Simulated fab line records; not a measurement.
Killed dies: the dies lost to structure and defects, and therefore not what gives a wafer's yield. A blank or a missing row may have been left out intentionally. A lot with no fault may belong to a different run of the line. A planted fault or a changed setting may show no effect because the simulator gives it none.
Which tool was responsible? | flow n5-finfet | 72 wafers from 24 lots sampled at 4 of the route's 1938 steps

== WHAT THE GAUGES READ, wafer by wafer ==
N5_BEOL_M9_OVL_MEAS_29.
lot  | measured     | on         | V8_OVL (nm)
L074 | day 10 09:37 | overlay-01 | 0.5 -0.2 -0.4
L076 | day 10 20:50 | overlay-01 | -0.5 -1.2 -1.0
L075 | day 10 20:53 | overlay-01 | -0.5 0.5 -0.1
L079 | day 11 11:35 | overlay-01 | -1.5 -2.4 -1.6
L077 | day 11 15:50 | overlay-02 | 0.4 1.3 0.4
L078 | day 12 01:20 | overlay-01 | 0.2 -0.4 0.1
L080 | day 12 09:41 | overlay-01 | -1.8 0.0 -1.5
L082 | day 12 16:09 | overlay-02 | 0.0 0.8 -0.4
L081 | day 13 04:23 | overlay-02 | 1.5 1.1 0.8
L084 | day 13 07:29 | overlay-02 | -0.3 0.6 -0.3
L086 | day 13 11:27 | overlay-02 | -1.0 -0.8 -0.8
L085 | day 14 05:07 | overlay-02 | -0.5 -0.6 -1.4
L083 | day 14 05:17 | overlay-01 | 0.2 1.2 1.4
L088 | day 14 07:32 | overlay-02 | -0.6 -0.5 0.1
L087 | day 14 07:34 | overlay-01 | -0.1 0.2 0.2
L089 | day 14 11:44 | overlay-01 | -0.8 -0.4 1.1
L090 | day 14 16:17 | overlay-01 | 0.9 -0.1 0.0
L091 | day 15 13:51 | overlay-02 | -0.7 -0.4 -1.1
L092 | day 15 13:53 | overlay-02 | -0.1 -0.6 -0.9
L093 | day 15 13:56 | overlay-01 | -0.7 -0.4 0.6
L094 | day 15 17:20 | overlay-02 | -0.2 0.0 0.1
L095 | day 16 01:43 | overlay-02 | 1.2 0.7 1.2
L096 | day 16 22:28 | overlay-02 | -0.7 0.6 -0.1
L097 | day 17 01:55 | overlay-02 | 0.1 0.3 0.0

N5_BEOL_M9_INSPECT_30: inspects for defects (brightfield).
lot  | measured     | on                | raw-defect-count
L074 | day 10 09:41 | defect-inspect-02 | 346 426 442
L076 | day 10 20:54 | defect-inspect-01 | 446 571 552
L075 | day 10 20:56 | defect-inspect-02 | 506 609 446
L079 | day 11 11:38 | defect-inspect-01 | 342 348 440
L077 | day 11 15:53 | defect-inspect-01 | 454 282 272
L078 | day 12 01:23 | defect-inspect-01 | 366 262 325
L080 | day 12 09:44 | defect-inspect-01 | 866 596 450
L082 | day 12 16:12 | defect-inspect-01 | 417 289 453
L081 | day 13 04:26 | defect-inspect-01 | 437 463 613
L084 | day 13 07:32 | defect-inspect-02 | 465 360 411
L086 | day 13 11:30 | defect-inspect-01 | 306 245 394
L085 | day 14 05:11 | defect-inspect-02 | 451 635 614
L083 | day 14 05:20 | defect-inspect-01 | 368 322 317
L088 | day 14 07:35 | defect-inspect-02 | 430 425 332
L087 | day 14 07:38 | defect-inspect-01 | 439 510 535
L089 | day 14 11:47 | defect-inspect-02 | 677 705 420
L090 | day 14 16:21 | defect-inspect-01 | 504 357 412
L091 | day 15 13:53 | defect-inspect-02 | 385 439 631
L092 | day 15 13:56 | defect-inspect-02 | 446 426 469
L093 | day 15 13:59 | defect-inspect-01 | 398 383 352
L094 | day 15 17:24 | defect-inspect-01 | 453 395 361
L095 | day 16 01:46 | defect-inspect-01 | 273 286 293
L096 | day 16 22:32 | defect-inspect-02 | 385 444 559
L097 | day 17 01:58 | defect-inspect-01 | 422 356 369

N5_BEOL_M9_OCD_MEAS_38.
lot  | measured     | on     | trench-depth-nm (nm)
L074 | day 10 10:10 | ocd-01 | 153.4 154.1 152.3
L076 | day 10 21:30 | ocd-02 | 153.3 150.1 154.3
L075 | day 10 21:34 | ocd-01 | 152.6 150.6 152.6
L079 | day 11 12:13 | ocd-02 | 152.8 151.7 152.4
L077 | day 11 16:53 | ocd-01 | 148.1 147.9 147.5
L078 | day 12 01:53 | ocd-02 | 150.9 155.6 153.7
L080 | day 12 10:14 | ocd-02 | 147.4 148.6 151.3
L082 | day 12 16:41 | ocd-01 | 150.4 150.1 148.9
L081 | day 13 05:20 | ocd-02 | 152.3 155.2 151.1
L084 | day 13 08:02 | ocd-01 | 147.1 152.1 148.0
L086 | day 13 11:59 | ocd-02 | 151.7 148.8 151.8
L085 | day 14 05:41 | ocd-01 | 153.9 148.4 148.7
L083 | day 14 06:14 | ocd-01 | 154.4 154.6 154.2
L088 | day 14 08:05 | ocd-02 | 148.6 152.5 152.5
L087 | day 14 08:07 | ocd-01 | 150.7 148.5 150.6
L089 | day 14 12:17 | ocd-02 | 146.0 152.2 147.8
L090 | day 14 16:50 | ocd-02 | 153.6 156.0 149.2
L091 | day 15 14:23 | ocd-01 | 151.0 154.1 150.9
L092 | day 15 14:26 | ocd-02 | 151.8 152.2 153.4
L093 | day 15 14:28 | ocd-01 | 150.9 152.4 147.8
L094 | day 15 17:53 | ocd-01 | 148.7 152.3 149.4
L095 | day 16 02:16 | ocd-01 | 147.2 149.2 151.0
L096 | day 16 23:01 | ocd-01 | 151.7 152.7 153.6
L097 | day 17 02:34 | ocd-02 | 154.9 149.7 153.4

N5_BEOL_M9_CD_MEAS_35: target cd 70 nm, target cd y 40 nm.
lot  | measured     | on        | cd-nm (nm)
L074 | day 10 10:19 | cd-sem-01 | 70.9 70.5 70.6
L076 | day 10 21:39 | cd-sem-02 | 70.7 70.0 70.4
L075 | day 10 21:43 | cd-sem-03 | 70.2 69.6 69.6
L079 | day 11 12:22 | cd-sem-03 | 70.6 70.7 70.3
L077 | day 11 17:03 | cd-sem-03 | 69.7 69.8 69.9
L078 | day 12 02:02 | cd-sem-03 | 69.5 70.2 69.0
L080 | day 12 10:23 | cd-sem-01 | 69.3 70.0 69.7
L082 | day 12 16:51 | cd-sem-01 | 70.8 70.9 71.1
L081 | day 13 05:29 | cd-sem-02 | 70.8 70.6 70.6
L084 | day 13 08:11 | cd-sem-03 | 69.9 70.4 70.9
L086 | day 13 12:09 | cd-sem-01 | 69.7 69.7 69.8
L085 | day 14 05:50 | cd-sem-03 | 69.7 69.7 69.9
L083 | day 14 06:23 | cd-sem-01 | 69.8 70.3 70.6
L088 | day 14 08:14 | cd-sem-02 | 70.1 69.7 70.2
L087 | day 14 08:17 | cd-sem-01 | 69.9 70.0 69.3
L089 | day 14 12:26 | cd-sem-01 | 69.3 70.1 69.7
L090 | day 14 16:59 | cd-sem-02 | 71.2 70.2 70.0
L091 | day 15 14:32 | cd-sem-03 | 69.4 69.7 69.5
L092 | day 15 14:35 | cd-sem-02 | 69.6 70.2 69.9
L093 | day 15 14:38 | cd-sem-01 | 70.6 70.3 70.5
L094 | day 15 18:02 | cd-sem-02 | 70.7 69.9 70.3
L095 | day 16 02:25 | cd-sem-02 | 70.1 70.5 70.1
L096 | day 16 23:11 | cd-sem-03 | 70.6 69.8 70.3
L097 | day 17 02:43 | cd-sem-02 | 70.5 71.3 70.2

== WHAT TOOL EACH LOT RAN ON (gives the tool, then ch and the chambers of the sampled wafers, and finally the start) ==
No process step before these readings appears in the record.

== AS READ BY THE TOOLS THEMSELVES (means over the sampled wafers that have a number; for cases with no such wafer, the mark the record gives instead) ==
The record holds no such reading with a usual standard deviation.

== THE ANSWER, worked out from the rows above alone ==
Rule: the usual values come from the lots themselves. Put in order of their means at a reading, lots are off if they are a third of the lots or fewer, leave a main group of 4 or more, and stand apart from it by a gap of 3 or more times the standard deviation of the main group's means; of several such gaps the widest counts. A main group whose means are all the same, to the digits that the tables above print for the reading, isn't used. A lot without any number at a reading at which 4 lots or more have one is off too. Any other lot the step has rows for is counted as sound. Order of review: gauges by route order, followed by the tools' own readings, for which a lot's mean as printed above is used. The first step at which some lot is off is used, and at that step the reading that is off furthest; a lot without a number counts as furthest.
No lot is off at any reading shown: from this, nothing can be told.

== WHAT HAD BEEN PUT IN BY THE SIMULATOR ==
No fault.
